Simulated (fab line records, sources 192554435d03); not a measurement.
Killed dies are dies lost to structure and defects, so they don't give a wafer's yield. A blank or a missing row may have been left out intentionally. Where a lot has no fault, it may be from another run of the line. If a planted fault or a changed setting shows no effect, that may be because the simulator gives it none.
Comparing a struck lot with a sound one	flow n5-finfet	38 out of 1938 route steps
Sound: these wafers, L219.1, L219.3, L219.5. Struck: wafer L221.2 (L221.3, L221.6, from the same lot, were not struck and are left out); the cause is given at the end.
Order at every step that has rows: each side's tool, ch and its chambers, its first start. Under that, the readings that differ: sound wafers	struck wafers	difference of the means	sigmas: that difference in standard deviations of wafers without a fault.
alike: a reading whose means differ by less than 2 such deviations, as well as words and numbers matching on both sides. not compared: withheld readings; readings where some wafer has no value; bounds like >300 that might hide an equal value; numbers whose values overlap and for which the record gives no deviation.
A row with sigmas, a row that says differs or no value, or rows on one side alone: a step with any of these is where the two part. Non-overlapping numbers with no deviation appear without sigmas and do not part them. Lack of a reading on every wafer of one side parts them only where that side has two or more wafers.

first, 9 steps without rows for these wafers: N5_BEOL_M4_ANNEAL_95 (time 240 s); N5_BEOL_M4_SPUTTER_96 (material Cu, target thk 4.5 nm, time 8.29 s); N5_BEOL_M4_ECD_50 (material Cu, target thk 300 nm); N5_BEOL_M4_ANNEAL_51 (time 90 s); N5_BEOL_M4_CMP_52 (polishes, stops on SiOC, t overpolish 6.8 s, target thk 40 nm); N5_BEOL_M4_PRE_CLEAN_60 (time 15 s); N5_BEOL_M4_CO_CAP_55 (material Co, precursor CCTBA/H2, target thk 2 nm, time 102.1 s); N5_BEOL_M4_PRE_CLEAN_56 (time 15 s); N5_BEOL_M4_DEP_57 (deposits SiCN from 3MS/NH3, target thk 8 nm, time 14 s).
N5_BEOL_M4_RC_MEAS_101:
  sound on prober-01 ch 0, day 9 08:35; struck on prober-01 ch 0, day 10 03:54
  alike: DIBL_N, DIBL_P, IOFF_N, IOFF_P, ION_N, ION_P, SS_N, SS_P, VT_N, VT_P
then, 24 steps without rows for these wafers: N5_BEOL_M5_ILD_DEP_00 (deposits SiCOH lowk from DEMS/porogen, target thk 140.64 nm, time 25.9 s); N5_BEOL_M5_CURE_79 (cures SiCOH lowk, time 240 s); N5_BEOL_M5_PECVD_70 (deposits SiO2 from TEOS/O2, target thk 16 nm, time 18 s); N5_BEOL_M5_HM_DEP_02 (deposits TiN, target thk 20 nm); N5_BEOL_M5_COAT_59 (time 60 s, resist thk 60 nm); N5_BEOL_M5_COAT_60 (time 60 s, resist thk 12 nm); N5_BEOL_M5_COAT_71 (time 60 s, resist thk 5 nm); N5_BEOL_M5_COAT_05 (resist thk 30 nm); N5_BEOL_M5_EBR_07; N5_BEOL_M5_SOFTBAKE_06 (time 60 s); N5_BEOL_M5_EXPOSE_08 (exposes mask M5, target cd 28 nm); N5_BEOL_M5_PEB_09 (peb time 60 s); N5_BEOL_M5_DEVELOP_10 (develop time 30 s); N5_BEOL_M5_DESCUM_16 (chemistry O2, time 7 s); N5_BEOL_M5_ETCH_72 (etches underlayer in N2/H2, target depth 6.5 nm, time 5.2 s); N5_BEOL_M5_ETCH_61 (etches SiARC in CF4, target depth 15.6 nm, time 26 s); N5_BEOL_M5_ETCH_62 (etches SOC in N2/H2, target depth 75 nm, overetch 15 nm, time 112.5 s); N5_BEOL_M5_STRIP_63 (strips in N2/H2); N5_BEOL_M5_STRIP_73 (strips in N2/H2); N5_BEOL_M5_STRIP_64 (strips in CF4); N5_BEOL_M5_HM_OPEN_17 (chemistry Cl2/BCl3, target TiN, target depth 20 nm, overetch 6 nm); N5_BEOL_M5_STRIP_19 (strips in O2); N5_BEOL_M5_COAT_65 (time 60 s, resist thk 60 nm); N5_BEOL_M5_COAT_66 (time 60 s, resist thk 12 nm).
N5_BEOL_M8_CMP_52: polishes, stops on SiCOH lowk, t overpolish 6.9 s, target thk 80 nm.
  sound on cmp-04 ch 0,1,2, day 11 02:02; struck on cmp-04 ch 2, day 11 19:46
reading	sound	struck	difference	sigmas
barrier-field-endpoint-s (s)	27.4 27.2 28.8	46.8	+19.0	+25
overpolish-run-s (s)	6.908 6.882 6.882	0.038	-6.853	-99 or more
time-to-endpoint-s (s)	58.9 58.1 61.8	81.7	+22.1	+8
  alike: motor-current-A
N5_BEOL_M8_THK_MEAS_53: measures by xrf.
  sound: film-metro-01 at day 11 02:20; struck: film-metro-01 at day 11 20:02
reading	sound	struck	difference	sigmas
M8_THK (nm)	81.1 77.6 80.5	188.7	+109.0	+61
N5_BEOL_M8_INSPECT_58: inspects for defects (darkfield).
  sound: defect-inspect-02 at day 11 02:29; struck: defect-inspect-01 at day 11 20:12
reading	sound	struck	difference	sigmas
raw-defect-count	82 134 137	1090	+972	+39
-- a jump in the record: the struck wafers' starts before and after are 3 days apart (it breaks off in module BEOL_M8 and resumes in module PASSIVATION, where the first step shown is number 1936 of the route) --
N5_PASSIVATION_PROBE_49:
  sound: prober-02 at day 13 22:20; struck: prober-02 at day 14 10:18
reading	sound	struck	difference	sigmas
defect-limited-yield (%)	89.3 90.4 89.9	0	-90	-60
killed_at_M0_to_M3	63 38 34	22	-23	-2
killed_at_M4_up	12 10 22	1116	+1101	+99 or more
killed-at-contacts	11 21 17	3	-13	-2
killed-dies	126 113 119	1180	+1061	+62
killed-on-rim	23 11 20	152	+134	+30
killed-open	86 70 82	48	-31	-2
sort_bin_6_memory (%)	4.5 3.5 3.2	1.9	-1.8	-3
sort-n-pass	1054 1067 1061	0	-1061	-59
sort-yield-pct (%)	89.3 90.4 89.9	0	-90	-60
  alike: killed-at-front-end, killed-at-other, killed-short, sort_bin_5_function

WHERE THEY PART
First at N5_BEOL_M8_CMP_52; last, within this record, at N5_PASSIVATION_PROBE_49.

WHY: whatever the simulator had introduced
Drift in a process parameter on cmp-04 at N5_BEOL_M8_CMP_52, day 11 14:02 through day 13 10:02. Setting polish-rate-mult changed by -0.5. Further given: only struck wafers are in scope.
